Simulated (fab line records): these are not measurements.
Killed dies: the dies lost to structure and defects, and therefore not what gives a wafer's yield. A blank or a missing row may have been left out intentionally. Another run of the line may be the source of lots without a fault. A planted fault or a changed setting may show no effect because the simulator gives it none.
Lot-split experiment + flow n5_finfet + on a route of 1938 steps: 7 lots, 21 wafers read

## THE SPLIT ITSELF
At N5_FIN_SAQP_PECVD_47 (deposits a-Si from SiH4/He, target thk 45 nm, time 36.3 s), the setting time_s was moved away from the recipe's 36.3 s on 4 of the 21 wafers read, by -7.7% to +9.4%. The other wafers ran this setting at the recipe's value.

## FROM THE SPLIT TO THE READING: what the file shows between them, 4 steps
- N5_FIN_SAQP_PECVD_48: deposits SiNx from SiH4/NH3/N2, target thk 25 nm, time 22.1 s
- N5_FIN_SAQP_PECVD_06: deposits a-Si from SiH4/He, target thk 60 nm, time 48.1 s
- N5_FIN_SAQP_ETCH_57: etches SiNx in CH3F/O2, target depth 32.5 nm, time 46.4 s
- N5_FIN_SAQP_ETCH_65: etches SiO2 in CF4, target depth 4 nm, time 4.4 s

## THE READING
etch.depth_nm (the simulator's own value, which no gauge read), in nm, at N5_FIN_SAQP_MANDREL_ETCH_58 (etches a-Si in HBr/Cl2, stops on SiNx, target depth 45 nm, bt time 10 s, time 27 s). The file does not state a usual value for it. Across the 17 wafers here that went through the recipe, the average is 45.09 nm and the standard deviation 0.69 nm.

| wafer  | tool, chamber at the split | time_s as run, s | against the recipe | etch.depth_nm, nm | against lot-mates on the recipe |
|--------|----------------------------|------------------|--------------------|-------------------|---------------------------------|
| L075.3 | pecvd-03, 1                | 36.3             | recipe             | 44.9              | -                               |
| L075.4 | pecvd-03, 0                | 36.3             | recipe             | 45.54             | -                               |
| L075.6 | pecvd-03, 1                | 36.3             | recipe             | 45.68             | -                               |
| L081.2 | pecvd-03, 1                | 36.3             | recipe             | 43.93             | -                               |
| L081.3 | pecvd-03, 2                | 39.73            | +9.4%              | 49.09             | +4.69                           |
| L081.4 | pecvd-03, 0                | 36.3             | recipe             | 44.87             | -                               |
| L083.2 | pecvd-04, 0                | 33.5             | -7.7%              | 40.98             | -3.15                           |
| L083.3 | pecvd-04, 2                | 36.3             | recipe             | 44.13             | -                               |
| L083.5 | pecvd-04, 2                | 33.5             | -7.7%              | 41.35             | -2.78                           |
| L087.1 | pecvd-02, 2                | 36.3             | recipe             | 44.21             | -                               |
| L087.2 | pecvd-02, 1                | 36.3             | recipe             | 45.3              | -                               |
| L087.5 | pecvd-02, 0                | 36.3             | recipe             | 45.91             | -                               |
| L089.2 | pecvd-04, 0                | 36.3             | recipe             | 44.16             | -                               |
| L089.3 | pecvd-04, 2                | 37.9             | +4.4%              | 46.07             | +1.35                           |
| L089.4 | pecvd-04, 2                | 36.3             | recipe             | 45.27             | -                               |
| L091.3 | pecvd-03, 1                | 36.3             | recipe             | 45.05             | -                               |
| L091.5 | pecvd-03, 0                | 36.3             | recipe             | 46.06             | -                               |
| L091.6 | pecvd-03, 1                | 36.3             | recipe             | 46.24             | -                               |
| L097.3 | pecvd-03, 2                | 36.3             | recipe             | 44.46             | -                               |
| L097.4 | pecvd-03, 0                | 36.3             | recipe             | 45.34             | -                               |
| L097.5 | pecvd-03, 2                | 36.3             | recipe             | 45.47             | -                               |

THE FIT
A straight line over all 21 wafers: etch.depth_nm changes by +0.45 nm for each +1% of time_s; r = +0.91; the points scatter about the line by 0.71 nm.
The same after taking each lot's own level away (the mean of its wafers on the recipe; 21 wafers): +0.422 nm for each +1%; r = +0.94; scatter 0.53 nm.
That fit puts the effect of the largest move of time_s on the reading at 4 nm.
Measured against the standard deviation above, the lots' own levels, which go from 44.130 to 45.783 nm, span 2.4 times it.
The two slopes are in agreement: the lot-to-lot level therefore moves the slope only a little.
Check: +3.49 nm against its lot-mates is what the line predicts for one of the wafers moved furthest among these (+9.4%) when that wafer is left out of the fit. Against them it came out at +4.69 nm.

## THE OTHER SPLITS THESE WAFERS WENT THROUGH
Note: prior to the reading, these wafers also went through further splits. Each is held against what the fit with the lots' levels taken away leaves over:
| other split on the same wafers        | wafers away from the commonest value | r with etch.depth_nm (lot level and that fit taken away) |
|---------------------------------------|--------------------------------------|----------------------------------------------------------|
| N5_WELL_APT_PEB_06 peb_time_s         | 11                                   | -0.10                                                    |
| N5_WELL_APT_DEVELOP_07 develop_time_s | 5                                    | -0.30                                                    |
| N5_WELL_APT_EXPOSE_22 dose_mj         | 7                                    | -0.03                                                    |
| N5_WELL_APT_PEB_23 peb_time_s         | 2                                    | -0.13                                                    |
| N5_FIN_SAQP_ALD_61 temp_c             | 10                                   | -0.24                                                    |

## THE WHOLE CHAIN: every reading that the file lists as answering this split, in the file's order
| step                        | what it does                                                                       | reading                                                                           | change (the file's fit)               | r (the file's) |
|-----------------------------|------------------------------------------------------------------------------------|-----------------------------------------------------------------------------------|---------------------------------------|----------------|
| N5_FIN_SAQP_PECVD_47        | deposits a-Si from SiH4/He, target thk 45 nm, time 36.3 s                          | a-Si_of_FIN_SAQP_PECVD_47.thk_nm (the simulator's own value, which no gauge read) | +0.435 nm for each +1% of the setting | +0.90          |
| N5_FIN_SAQP_MANDREL_ETCH_58 | etches a-Si in HBr/Cl2, stops on SiNx, target depth 45 nm, bt time 10 s, time 27 s | etch.depth_nm (the simulator's own value, which no gauge read)                    | +0.435 nm for each +1% of the setting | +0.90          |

## THE FILE'S OWN FIT
etch.depth_nm changes by +0.435 nm for each +1% of time_s, r = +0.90.
